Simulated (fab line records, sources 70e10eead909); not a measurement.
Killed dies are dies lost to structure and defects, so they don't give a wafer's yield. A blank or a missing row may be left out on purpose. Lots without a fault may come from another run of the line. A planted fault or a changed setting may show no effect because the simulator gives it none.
Problem report in the 8D (eight disciplines) form, filled by code | flow nand_harc | the parts of the form that need people (team, actions taken, sign-off) are left out

1. THE PROBLEM
thk_nm at NHARC_A_ONON_D1_THK_MEAS_27 reads a mean of 882 nm on 4 wafers of 3 lots; wafers without a fault read 999 nm with a standard deviation of 8.9. That is -13 standard deviations from the usual mean.
The step: measures by ellipsometry.
First seen on wafer L341.5, day 11 03:07, on film_metro-02. The record holds 42 wafers of 15 lots with a number at this step. Rule for "out", or "out of limits": more than 4 standard deviations from the usual mean. The other wafers with a number count as sound.

2. WHAT IT IS AND WHAT IT IS NOT
question                    | is                             | is not
which readings at this step | thk_nm                         | -
which lots                  | L341, L342, L345               | L334, L335, L347, L348, L349, L350, L351, L352, L353, L354, L355, L356
which wafers of those lots  | L341.5, L342.3, L342.5, L345.5 | L341.6, L345.2
read on which gauges        | film_metro-01, film_metro-02   | -
when                        | from day 11 03:07              | up to then (7 sound wafers); but 31 sound wafers of L345, L347, L348, L349, L350, L351, L352, L353, L354, L355, L356 came after

3. SUSPECTS, AND WHAT RULES EACH OUT
Counting: a tool at a process step up to the reading stays a suspect if it ran every lot that is out. Sound lots after the first of them don't rule it out here, since some wafers of a struck lot are sound.
- the gauge at NHARC_A_ONON_D1_THK_MEAS_27: ruled out. The wafers that are out were read on 2 gauges (film_metro-01, film_metro-02).
- pecvd_onon-04 at NHARC_A_ONON_D1_DEP_25 (target thk 1000 nm): kept. It ran every lot that is out, first L341 (day 11 02:50); its last sound lot up to then is L335 (day 8 19:22).
Left after counting: pecvd_onon-04 at NHARC_A_ONON_D1_DEP_25.

4. THE CAUSE (what the simulator had put in)
Process parameter drift: pecvd_onon-04, from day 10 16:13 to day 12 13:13, at NHARC_A_ONON_D1_DEP_25. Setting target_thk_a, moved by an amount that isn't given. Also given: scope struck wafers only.
Counting left only this tool.

5. THE CHAIN OF EFFECTS, in route order
Each row: a reading whose mean over the struck wafers that have a number lies more than 3 standard deviations from the usual. Only readings for which the record gives a usual standard deviation are gone through. hours: the time from each lot's start at the first step in this table that gives one to its start at this step, as a median over the lots. sigmas: the change in usual standard deviations.
hours | step                        | reading | usual  | on struck wafers | change | sigmas
0     | NHARC_A_ONON_D1_THK_MEAS_27 | thk_nm  | 999 nm | 882              | -116   | -13

6. WHAT WOULD HAVE CAUGHT IT SOONER
In this record the first reading out of limits at a measuring or inspecting step was taken at day 11 03:07, 11 hours after the fault began at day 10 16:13.
Of the lots that are out (3), L342, L345 began NHARC_A_ONON_D1_DEP_25 on pecvd_onon-04 after day 11 03:07. A hold on the tool at that time would have spared those 2.
